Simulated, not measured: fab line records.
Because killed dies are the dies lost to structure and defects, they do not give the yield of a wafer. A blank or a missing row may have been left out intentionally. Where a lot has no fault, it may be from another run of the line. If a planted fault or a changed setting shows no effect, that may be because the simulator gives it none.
2 desks looking at one fault	flow nand_harc	only its own numbers are on each desk; what lay behind them is given at the end

== THE METROLOGY DESK ==
Lot by lot, what the gauges showed, no matter which tool ran the lot: averages of those sampled wafers that carry a number. Marked OUT: a lot whose mean sits more than 4 standard deviations from the usual mean, which makes it out of limits; the brackets give that distance.
Columns: A = overlay_x_nm at NHARC_HYBRID_BOND_OVL_MEAS_05, usual 6 nm; B = overlay_y_nm at NHARC_HYBRID_BOND_OVL_MEAS_05, usual -1 nm
lot	first seen here	A	B
L179	day 24 22:23	-11	1
L178	day 25 09:37	15	50
L180	day 25 20:26	4	-20
L187	day 28 20:03	-11	-11
L191	day 30 08:32	18	-18
L189	day 30 08:33	3	26
L190	day 30 13:01	4	15
L192	day 30 13:01	-22	-7
L195	day 31 13:44	28	-2
L194	day 31 22:55	-5	-6
L197	day 33 10:37	-16	0
L199	day 33 10:37	2	1
L196	day 33 15:11	15	-5
This desk's verdict: no lot among the 13 shows anything out of limits.

== TOOL OWNER'S DESK, rie_metal-02 ==
The tool's own readings at NHARC_THIN_TSV_ETCH_59 (etches the open film in Cl2/BCl3, target depth 880 nm, time 138.1 s): means of the sampled wafers that have a number, for each lot that ran on this tool. Marked OUT: a lot whose mean sits more than 4 standard deviations from the usual mean, which makes it out of limits; the brackets give that distance.
Columns: A = drypump_motor_current_A at NHARC_THIN_TSV_ETCH_59, usual 5.7 A; B = oes_product_au at NHARC_THIN_TSV_ETCH_59, usual 1.002 a.u.; C = run_length_s at NHARC_THIN_TSV_ETCH_59, usual 159.6 s; D = throttle_valve_pct at NHARC_THIN_TSV_ETCH_59, usual 22.265 %
lot	first seen here	A	B	C	D
L179	day 25 11:07	5.5	1.006	159.3	22.261
L178	day 25 18:44	5.4	1.008	159.5	22.264
L180	day 26 05:11	5.5	1.002	152.8 (-15) OUT	22.270
L192	day 31 01:46	5.5	0.999	159.0	22.268
L197	day 33 20:58	5.5	1.008	159.0	22.268
Finding of this desk: L180 out of limits; the first was L180 at day 26 05:11, on run_length_s at NHARC_THIN_TSV_ETCH_59. L179, L178, L192, L197 stayed within limits.

== BROUGHT TOGETHER ==
The tool owner's desk had the chance to raise an alarm at day 26 05:11 on L180.
Metrology desk: nothing out of limits seen.
The metrology desk has L180 on record, within its limits.
All the named lots went through NHARC_THIN_TSV_ETCH_59 on rie_metal-02.

== WHAT THE SIMULATOR PUT IN ==
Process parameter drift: rie_metal-02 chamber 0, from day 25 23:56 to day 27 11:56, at NHARC_THIN_TSV_ETCH_59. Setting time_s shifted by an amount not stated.
Lots struck among those shown: L180.
How many hours passed from the start of the fault until each desk's first out-of-limits reading: the tool owner's desk, 5.
